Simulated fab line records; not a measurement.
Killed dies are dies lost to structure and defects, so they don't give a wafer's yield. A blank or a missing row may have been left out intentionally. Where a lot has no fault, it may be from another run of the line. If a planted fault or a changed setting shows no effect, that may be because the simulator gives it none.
Lot-split experiment / flow n5 finfet / 21 wafers read from 7 lots, route of 1938 steps

## SPLIT DETAILS
At N5_BEOL_M2_COAT_73 (time 60 s, resist thk 5 nm), the setting spin rpm was moved away from the recipe's 1500 rpm on 7 of the 21 wafers read, by +9.0% to +9.9%. All remaining wafers had this setting at the recipe value.

## FROM THE SPLIT TO THE READING: what the file shows between them, 3 steps
- N5_BEOL_M2_COAT_05: resist thk 30 nm
- N5_BEOL_M2_EBR_07
- N5_BEOL_M2_DESCUM_16: chemistry O2, time 7 s

## THE READING
etch.depth nm (the simulator's own value, which no gauge read), in nm, at N5_BEOL_M2_ETCH_74 (etches underlayer in N2/H2, target depth 6.5 nm, time 5.2 s). The file does not state a usual value for it. Across the 14 wafers here that went through the recipe, the average is 5.007 nm and the standard deviation 0.01 nm.

wafer=L075.1; tool, chamber at the split=litho track-01, 0; spin rpm as run, rpm=1500; against the recipe=recipe; etch.depth nm, nm=4.999; against lot-mates on the recipe=-
wafer=L075.5; tool, chamber at the split=litho track-01, 0; spin rpm as run, rpm=1500; against the recipe=recipe; etch.depth nm, nm=5.007; against lot-mates on the recipe=-
wafer=L075.6; tool, chamber at the split=litho track-01, 0; spin rpm as run, rpm=1500; against the recipe=recipe; etch.depth nm, nm=5.008; against lot-mates on the recipe=-
wafer=L077.2; tool, chamber at the split=litho track-04, 0; spin rpm as run, rpm=1635; against the recipe=+9.0%; etch.depth nm, nm=4.827; against lot-mates on the recipe=-0.201
wafer=L077.4; tool, chamber at the split=litho track-04, 0; spin rpm as run, rpm=1500; against the recipe=recipe; etch.depth nm, nm=5.028; against lot-mates on the recipe=-
wafer=L077.5; tool, chamber at the split=litho track-04, 0; spin rpm as run, rpm=1635; against the recipe=+9.0%; etch.depth nm, nm=4.819; against lot-mates on the recipe=-0.209
wafer=L081.2; tool, chamber at the split=litho track-04, 0; spin rpm as run, rpm=1500; against the recipe=recipe; etch.depth nm, nm=5.016; against lot-mates on the recipe=-
wafer=L081.4; tool, chamber at the split=litho track-04, 0; spin rpm as run, rpm=1500; against the recipe=recipe; etch.depth nm, nm=5.014; against lot-mates on the recipe=-
wafer=L081.6; tool, chamber at the split=litho track-04, 0; spin rpm as run, rpm=1500; against the recipe=recipe; etch.depth nm, nm=5.021; against lot-mates on the recipe=-
wafer=L090.4; tool, chamber at the split=litho track-04, 0; spin rpm as run, rpm=1649; against the recipe=+9.9%; etch.depth nm, nm=4.774; against lot-mates on the recipe=-0.228
wafer=L090.5; tool, chamber at the split=litho track-04, 0; spin rpm as run, rpm=1500; against the recipe=recipe; etch.depth nm, nm=4.995; against lot-mates on the recipe=-
wafer=L090.6; tool, chamber at the split=litho track-04, 0; spin rpm as run, rpm=1500; against the recipe=recipe; etch.depth nm, nm=5.008; against lot-mates on the recipe=-
wafer=L091.3; tool, chamber at the split=litho track-01, 0; spin rpm as run, rpm=1641; against the recipe=+9.4%; etch.depth nm, nm=4.786; against lot-mates on the recipe=-0.214
wafer=L091.5; tool, chamber at the split=litho track-01, 0; spin rpm as run, rpm=1641; against the recipe=+9.4%; etch.depth nm, nm=4.785; against lot-mates on the recipe=-0.215
wafer=L091.6; tool, chamber at the split=litho track-01, 0; spin rpm as run, rpm=1500; against the recipe=recipe; etch.depth nm, nm=5; against lot-mates on the recipe=-
wafer=L092.1; tool, chamber at the split=litho track-01, 0; spin rpm as run, rpm=1500; against the recipe=recipe; etch.depth nm, nm=5.012; against lot-mates on the recipe=-
wafer=L092.3; tool, chamber at the split=litho track-01, 0; spin rpm as run, rpm=1500; against the recipe=recipe; etch.depth nm, nm=4.996; against lot-mates on the recipe=-
wafer=L092.4; tool, chamber at the split=litho track-01, 0; spin rpm as run, rpm=1500; against the recipe=recipe; etch.depth nm, nm=5.007; against lot-mates on the recipe=-
wafer=L093.1; tool, chamber at the split=litho track-04, 0; spin rpm as run, rpm=1641; against the recipe=+9.4%; etch.depth nm, nm=4.765; against lot-mates on the recipe=-0.225
wafer=L093.3; tool, chamber at the split=litho track-04, 0; spin rpm as run, rpm=1500; against the recipe=recipe; etch.depth nm, nm=4.99; against lot-mates on the recipe=-
wafer=L093.6; tool, chamber at the split=litho track-04, 0; spin rpm as run, rpm=1641; against the recipe=+9.4%; etch.depth nm, nm=4.777; against lot-mates on the recipe=-0.213

THE FIT
A straight line over all 21 wafers: etch.depth nm changes by -0.0232 nm for each +1% of spin rpm; r = -0.99; the points scatter about the line by 0.014 nm.
The same after taking each lot's own level away (the mean of its wafers on the recipe; 21 wafers): -0.023 nm for each +1%; r = -1.00; scatter 0.0047 nm.
Per that fit: largest spin rpm move, reading shift of 0.23 nm.
The lots' own levels span 4.9900 to 5.0280 nm, that is 3.7 times the standard deviation above.
Consequently the slope shifts little with the lot-to-lot level, the two slopes agreeing.
Check: -0.228 nm against its lot-mates is what the line predicts for one of the wafers moved furthest among these (+9.9%) when that wafer is left out of the fit. It came out at -0.228 nm against them.

## THESE WAFERS: OTHER SPLITS
These wafers also went through other splits before the reading. Each is held against what the fit with the lots' levels taken away leaves over:
other split on the same wafers=N5_BEOL_M1_EXPOSE_08 dose mj; wafers away from the commonest value=9; r with etch.depth nm (lot level and that fit taken away)=+0.14
other split on the same wafers=N5_BEOL_M1_ETCH_64 bias w; wafers away from the commonest value=4; r with etch.depth nm (lot level and that fit taken away)=+0.25
other split on the same wafers=N5_BEOL_M1_DEP_57 time s; wafers away from the commonest value=8; r with etch.depth nm (lot level and that fit taken away)=+0.41

## FILE'S OWN FIT
etch.depth nm changes by -0.023 nm for each +1% of spin rpm, r = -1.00.
